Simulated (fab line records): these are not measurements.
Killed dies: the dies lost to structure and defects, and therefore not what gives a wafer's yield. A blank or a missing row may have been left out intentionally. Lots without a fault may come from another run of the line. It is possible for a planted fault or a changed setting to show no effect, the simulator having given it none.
Chamber matching :: flow n5Finfet :: N5_BEOL_M7_ETCH_66 on rieDiel-06 has 4 sister chambers
The step etches SOC in N2/H2, target depth 80 nm, overetch 16 nm, time 120 s. 20 wafers are shown with their chamber, then 10 later ones without.

== WAFERS WITH THEIR CHAMBER ==
wafer: L080.1
chamber: 3
showerheadPlenumPTorr (Torr): 2.42
drypumpMotorCurrentA (A): 5.88
throttleValvePct (%): 17.66

wafer: L080.2
chamber: 1
showerheadPlenumPTorr (Torr): 2.44
drypumpMotorCurrentA (A): 5.66
throttleValvePct (%): 17.99

wafer: L080.6
chamber: 3
showerheadPlenumPTorr (Torr): 2.42
drypumpMotorCurrentA (A): 5.88
throttleValvePct (%): 17.67

wafer: L083.2
chamber: 1
showerheadPlenumPTorr (Torr): 2.44
drypumpMotorCurrentA (A): 5.64
throttleValvePct (%): 17.98

wafer: L083.3
chamber: 2
showerheadPlenumPTorr (Torr): 2.74
drypumpMotorCurrentA (A): 5.32
throttleValvePct (%): 17.84

wafer: L083.4
chamber: 3
showerheadPlenumPTorr (Torr): 2.42
drypumpMotorCurrentA (A): 5.88
throttleValvePct (%): 17.68

wafer: L086.1
chamber: 2
showerheadPlenumPTorr (Torr): 2.74
drypumpMotorCurrentA (A): 5.33
throttleValvePct (%): 17.87

wafer: L086.3
chamber: 0
showerheadPlenumPTorr (Torr): 2.47
drypumpMotorCurrentA (A): 5.58
throttleValvePct (%): 17.69

wafer: L086.5
chamber: 2
showerheadPlenumPTorr (Torr): 2.74
drypumpMotorCurrentA (A): 5.34
throttleValvePct (%): 17.85

wafer: L084.4
chamber: 3
showerheadPlenumPTorr (Torr): 2.42
drypumpMotorCurrentA (A): 5.87
throttleValvePct (%): 17.69

wafer: L084.5
chamber: 1
showerheadPlenumPTorr (Torr): 2.44
drypumpMotorCurrentA (A): 5.65
throttleValvePct (%): 18.02

wafer: L084.6
chamber: 2
showerheadPlenumPTorr (Torr): 2.74
drypumpMotorCurrentA (A): 5.34
throttleValvePct (%): 17.86

wafer: L087.3
chamber: 3
showerheadPlenumPTorr (Torr): 2.42
drypumpMotorCurrentA (A): 5.86
throttleValvePct (%): 17.67

wafer: L087.4
chamber: 1
showerheadPlenumPTorr (Torr): 2.43
drypumpMotorCurrentA (A): 5.65
throttleValvePct (%): 18.00

wafer: L087.6
chamber: 2
showerheadPlenumPTorr (Torr): 2.74
drypumpMotorCurrentA (A): 5.35
throttleValvePct (%): 17.88

wafer: L091.4
chamber: 0
showerheadPlenumPTorr (Torr): 2.46
drypumpMotorCurrentA (A): 5.57
throttleValvePct (%): 17.70

wafer: L091.5
chamber: 2
showerheadPlenumPTorr (Torr): 2.73
drypumpMotorCurrentA (A): 5.35
throttleValvePct (%): 17.89

wafer: L091.6
chamber: 1
showerheadPlenumPTorr (Torr): 2.43
drypumpMotorCurrentA (A): 5.67
throttleValvePct (%): 18.03

wafer: L093.1
chamber: 2
showerheadPlenumPTorr (Torr): 2.73
drypumpMotorCurrentA (A): 5.38
throttleValvePct (%): 17.88

wafer: L093.2
chamber: 3
showerheadPlenumPTorr (Torr): 2.41
drypumpMotorCurrentA (A): 5.88
throttleValvePct (%): 17.71

SIGNATURES, as means of the wafers listed above
reading: showerheadPlenumPTorr
chamber 0: 2.4650
chamber 1: 2.4360
chamber 2: 2.7371
chamber 3: 2.4183
scatter within a chamber: 0.00498

reading: drypumpMotorCurrentA
chamber 0: 5.5750
chamber 1: 5.6540
chamber 2: 5.3443
chamber 3: 5.8750
scatter within a chamber: 0.0139

reading: throttleValvePct
chamber 0: 17.6950
chamber 1: 18.0040
chamber 2: 17.8671
chamber 3: 17.6800
scatter within a chamber: 0.0182
Rule: a wafer's distance from a chamber is the root of the sum, over the readings, of the square of ((its reading less the chamber's mean) divided by the reading's scatter). The wafer belongs to the nearest chamber; if the next one is less than 2 further off, it can't be placed. The scatter: take each reading less its chamber's mean, square it, sum over the shown wafers, divide by the number of wafers less the number of chambers, and take the root.

== WAFERS WITH NO CHAMBER GIVEN ==
wafer: L093.5
showerheadPlenumPTorr (Torr): 2.73
drypumpMotorCurrentA (A): 5.37
throttleValvePct (%): 17.89

wafer: L092.1
showerheadPlenumPTorr (Torr): 2.41
drypumpMotorCurrentA (A): 5.88
throttleValvePct (%): 17.70

wafer: L092.3
showerheadPlenumPTorr (Torr): 2.73
drypumpMotorCurrentA (A): 5.34
throttleValvePct (%): 17.90

wafer: L092.4
showerheadPlenumPTorr (Torr): 2.46
drypumpMotorCurrentA (A): 5.56
throttleValvePct (%): 17.70

wafer: L095.4
showerheadPlenumPTorr (Torr): 2.43
drypumpMotorCurrentA (A): 5.66
throttleValvePct (%): 18.03

wafer: L095.5
showerheadPlenumPTorr (Torr): 2.43
drypumpMotorCurrentA (A): 5.64
throttleValvePct (%): 18.04

wafer: L095.6
showerheadPlenumPTorr (Torr): 2.73
drypumpMotorCurrentA (A): 5.34
throttleValvePct (%): 17.89

wafer: L096.3
showerheadPlenumPTorr (Torr): 2.41
drypumpMotorCurrentA (A): 5.88
throttleValvePct (%): 17.72

wafer: L096.5
showerheadPlenumPTorr (Torr): 2.41
drypumpMotorCurrentA (A): 5.88
throttleValvePct (%): 17.71

wafer: L096.6
showerheadPlenumPTorr (Torr): 2.46
drypumpMotorCurrentA (A): 5.58
throttleValvePct (%): 17.72

== CHAMBER TAKEN BY EACH ==
wafer: L093.5
from the rows above: 2
in truth: 2

wafer: L092.1
from the rows above: 3
in truth: 3

wafer: L092.3
from the rows above: 2
in truth: 2

wafer: L092.4
from the rows above: 0
in truth: 0

wafer: L095.4
from the rows above: 1
in truth: 1

wafer: L095.5
from the rows above: 1
in truth: 1

wafer: L095.6
from the rows above: 2
in truth: 2

wafer: L096.3
from the rows above: 3
in truth: 3

wafer: L096.5
from the rows above: 3
in truth: 3

wafer: L096.6
from the rows above: 0
in truth: 0
Correctly placed: 10 of 10. Can't be placed from these rows: 0. Number placed wrongly: 0.
